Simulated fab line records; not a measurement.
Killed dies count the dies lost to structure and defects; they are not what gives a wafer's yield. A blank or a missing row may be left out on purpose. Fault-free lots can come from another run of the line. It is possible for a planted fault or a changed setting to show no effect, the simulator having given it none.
Comparing a struck lot with a sound one | flow n5 finfet | 37 steps out of a route of 1938
Sound: these wafers, L661.1, L661.2, L661.4. Wafers struck: L663.1, L663.4, L663.5. Last of all comes the cause.
Order at every step that has rows: each side's tool, ch and its chambers, its first start. Under that, the readings that differ: sound wafers | struck wafers | difference of the means | sigmas: that difference in standard deviations of wafers without a fault.
alike: a reading whose means differ by less than 2 such deviations, as well as words and numbers matching on both sides. not compared: withheld readings; readings where some wafer has no value; bounds like >300 that might hide an equal value; numbers whose values overlap and for which the record gives no deviation.
A row with sigmas, a row that says differs or no value, or rows on one side alone: a step with any of these is where the two part. Non-overlapping numbers with no deviation appear without sigmas and do not part them. A reading missing from all wafers of one side parts the sides only when that side holds two or more wafers.

first, 9 steps without rows for these wafers: N5_WELL_APT_COAT_19 (resist thk 950 nm); N5_WELL_APT_EBR_21; N5_WELL_APT_SOFTBAKE_20 (time 60 s); N5_WELL_APT_EXPOSE_22 (exposes mask PWELL, defocus 0 nm, target cd 200 nm); N5_WELL_APT_PEB_23 (peb time 90 s); N5_WELL_APT_DEVELOP_24 (develop time 45 s); N5_WELL_APT_HARDBAKE_29 (time 120 s); N5_WELL_APT_DESCUM_30 (chemistry O2, time 7.9 s); N5_WELL_APT_IMPLANT_31.
N5_WELL_APT_IMPLANT_32:
  sound on implanter-01 ch 0, day 3 09:13; struck on implanter-01 ch 0, day 3 22:13
  reading                   | sound                | struck               | difference | sigmas
  beam energy keV           | 49.987 50.010 49.998 | 40.592 40.601 40.591 | -9.404     | -99 or more
  model.implant.rp nm (nm)  | 37.4 37.4 37.4       | 31.61 31.61 31.61    | -5.79      |
  model.implant.drp nm (nm) | 18.55 18.55 18.55    | 16.02 16.02 16.02    | -2.53      |
then, 25 steps without rows for these wafers: N5_WELL_APT_STRIP_33 (strips in SPM, time 900 s); N5_WELL_APT_RTA_34 (time 10 s); N5_WELL_APT_OXIDE_STRIP_42 (strips SiO2 in dHF, time 45 s, target depth 12 nm); N5_WELL_APT_PRECLEAN_36 (cleans in O3/DIW, time 45 s); N5_WELL_APT_PRECLEAN_39 (cleans in dHF, time 60 s); N5_WELL_APT_SRD_37 (time 30 s); N5_WELL_APT_EPI_41 (deposits Si from SiH4/H2, target thk 50 nm, time 297.7 s); N5_PMOS_HMC_CHANNEL_EPI_HM_DEP_34 (deposits SiO2 from TEOS/O2, target thk 36 nm, time 6.9 s); N5_PMOS_HMC_CHANNEL_EPI_COAT_31 (time 60 s, resist thk 66 nm); N5_PMOS_HMC_CHANNEL_EPI_COAT_03 (resist thk 205 nm); N5_PMOS_HMC_CHANNEL_EPI_EBR_05; N5_PMOS_HMC_CHANNEL_EPI_SOFTBAKE_04 (time 60 s); N5_PMOS_HMC_CHANNEL_EPI_EXPOSE_06 (exposes mask PMOS HMC BLK, target cd 240 nm); N5_PMOS_HMC_CHANNEL_EPI_PEB_07 (peb time 60 s); N5_PMOS_HMC_CHANNEL_EPI_DEVELOP_08 (develop time 30 s); N5_PMOS_HMC_CHANNEL_EPI_DESCUM_14 (chemistry O2, time 7.9 s); N5_PMOS_HMC_CHANNEL_EPI_ETCH_32 (etches BARC in N2/H2, stops on SiO2, target depth 85.8 nm, time 50.3 s); N5_PMOS_HMC_CHANNEL_EPI_HM_OPEN_15 (chemistry CHF3/O2, target SiO2, target depth 40.6 nm, time 20.3 s); N5_PMOS_HMC_CHANNEL_EPI_STRIP_33 (strips in N2/H2); N5_PMOS_HMC_CHANNEL_EPI_STRIP_17 (strips in SPM, time 750 s); N5_PMOS_HMC_CHANNEL_EPI_ETCH_38 (etches SiO2 in CF4, target depth 1.5 nm); N5_PMOS_HMC_CHANNEL_EPI_FIN_RECESS_16 (chemistry HBr/Cl2, target Si, target depth 54 nm, time 18 s); N5_PMOS_HMC_CHANNEL_EPI_PRECLEAN_36 (cleans in O3/DIW, time 45 s); N5_PMOS_HMC_CHANNEL_EPI_PRECLEAN_18 (cleans in DHF, time 30 s); N5_PMOS_HMC_CHANNEL_EPI_SRD_19 (time 30 s).
-- a jump in the record: the struck wafers' starts before and after are 6 days apart (it breaks off in module PMOS_HMC_CHANNEL_EPI and resumes in module BEOL_M4, where the first step shown is number 1111 of the route) --
N5_BEOL_M4_RC_MEAS_101:
  sound on prober-01 ch 0, day 10 16:50; struck on prober-01 ch 0, day 10 08:43
  reading             | sound                      | struck                     | difference | sigmas
  CJ_N                | 4.30 4.27 4.28             | 5.16 5.10 5.12             | +0.84      | +10
  IOFF_N_LONG (nA/um) | 5.25e-05 5.12e-05 5.32e-05 | 6.35e-05 6.39e-05 6.35e-05 | +1.13e-05  | +5
  RS_PWELL (ohm/sq)   | 3007 3027 3034             | 3083 3097 3105             | +72        | +3
  VT_P (mV)           | -251 -254 -252             | -245 -246 -246             | +7         | +2
  alike: DIBL_N, DIBL_P, IOFF_N, IOFF_P, ION_N, ION_P, SS_N, SS_P, VT_N
-- a jump in the record: the struck wafers' starts before and after are 4 days apart (it breaks off in module BEOL_M4 and resumes in module PASSIVATION, where the first step shown is number 1936 of the route) --
N5_PASSIVATION_PROBE_49:
  sound on prober-01 at day 15 03:32; struck on prober-01 at day 14 16:16
  reading                  | sound          | struck         | difference | sigmas
  defect limited yield (%) | 88.4 89.6 90.7 | 94.6 91.9 91.9 | +3.2       | +2
  killed_at_M4_up          | 17 21 18       | 7 4 12         | -11        | -2
  killed dies              | 137 123 110    | 64 96 96       | -38        | -2
  killed open              | 101 93 69      | 37 62 63       | -34        | -3
  sort_bin_6_memory (%)    | 4.7 3.8 3.9    | 1.4 2.7 3.1    | -1.7       | -3
  sort n pass              | 1043 1057 1070 | 1116 1084 1084 | +38        | +2
  sort yield pct (%)       | 88.4 89.6 90.7 | 94.6 91.9 91.9 | +3.2       | +2
  alike: killed_at_M0_to_M3, killed at contacts, killed at front end, killed at other, killed short, sort_bin_5_function

== WHERE THEY PART ==
Last at N5_PASSIVATION_PROBE_49 as far as this record goes, first at N5_WELL_APT_IMPLANT_32.

WHY: the cause the simulator had injected
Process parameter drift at N5_WELL_APT_IMPLANT_32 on implanter-01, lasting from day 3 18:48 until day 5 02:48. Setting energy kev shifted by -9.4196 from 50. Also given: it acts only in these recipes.
